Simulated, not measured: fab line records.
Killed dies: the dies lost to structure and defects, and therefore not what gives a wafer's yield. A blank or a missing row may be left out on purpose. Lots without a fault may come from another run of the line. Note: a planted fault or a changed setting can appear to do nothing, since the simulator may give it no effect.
Matching of chambers | flow nand harc | NHARC_P_M1_DESCUM_14 on rie diel-07 has 4 sister chambers
The step chemistry O2, time 3 s. 14 wafers are shown with their chamber, then 7 later ones without.

## EACH WAFER AND ITS CHAMBER
wafer  | chamber | drypump motor current A (A) | oes product au (a.u.) | rf vpp V (V)
L074.1 | 1       | 6.4                         | 1.008                 | 59.1
L074.2 | 2       | 6.3                         | 0.991                 | 58.9
L074.6 | 1       | 6.4                         | 1.010                 | 56.9
L077.2 | 3       | 5.2                         | 1.019                 | 58.9
L077.4 | 2       | 6.3                         | 0.983                 | 56.8
L077.6 | 3       | 5.2                         | 1.021                 | 56.0
L078.2 | 3       | 5.2                         | 1.006                 | 57.7
L078.3 | 2       | 6.4                         | 0.979                 | 56.6
L078.6 | 1       | 6.4                         | 1.009                 | 58.0
L079.1 | 2       | 6.4                         | 0.976                 | 57.6
L079.2 | 3       | 5.2                         | 1.006                 | 58.8
L079.5 | 2       | 6.4                         | 0.976                 | 58.6
L084.3 | 2       | 6.4                         | 0.990                 | 58.0
L084.5 | 0       | 5.4                         | 0.991                 | 56.2

SIGNATURES, as means of the wafers listed above
reading                 | chamber 0 | chamber 1 | chamber 2 | chamber 3 | scatter within a chamber
drypump motor current A | 5.400     | 6.400     | 6.367     | 5.200     | 0.0365
oes product au          | 0.99100   | 1.00900   | 0.98250   | 1.01300   | 0.00652
rf vpp V                | 56.200    | 58.000    | 57.750    | 57.850    | 1.11
Rule: a wafer's distance from a chamber is the root of the sum, over the readings, of the square of ((its reading less the chamber's mean) divided by the reading's scatter). If the next closest chamber is less than 2 further off than the closest, the wafer can't be placed; otherwise it belongs to the closest. The scatter is the square root of a quotient: the sum, over the shown wafers, of each reading's squared deviation from its chamber's mean, divided by wafers minus chambers.

## WAFERS WITHOUT THEIR CHAMBER
wafer  | drypump motor current A (A) | oes product au (a.u.) | rf vpp V (V)
L084.6 | 5.2                         | 1.014                 | 56.1
L088.4 | 6.3                         | 0.981                 | 57.0
L088.5 | 5.4                         | 1.011                 | 57.6
L088.6 | 5.2                         | 1.014                 | 57.3
L093.2 | 5.2                         | 1.009                 | 57.9
L093.3 | 5.4                         | 1.014                 | 58.2
L093.5 | 5.2                         | 1.008                 | 58.5

## THE CHAMBER EACH PASSED THROUGH
wafer  | from the rows above     | in truth
L084.6 | 3                       | 3
L088.4 | 2                       | 2
L088.5 | 0                       | 0
L088.6 | 3                       | 3
L093.2 | 3                       | 3
L093.3 | can't be placed: 0 or 3 | 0
L093.5 | 3                       | 3
Correctly placed: 6 of 7. These rows do not allow placing 1 (true chamber among the candidates in 1). Wrongly placed: 0.
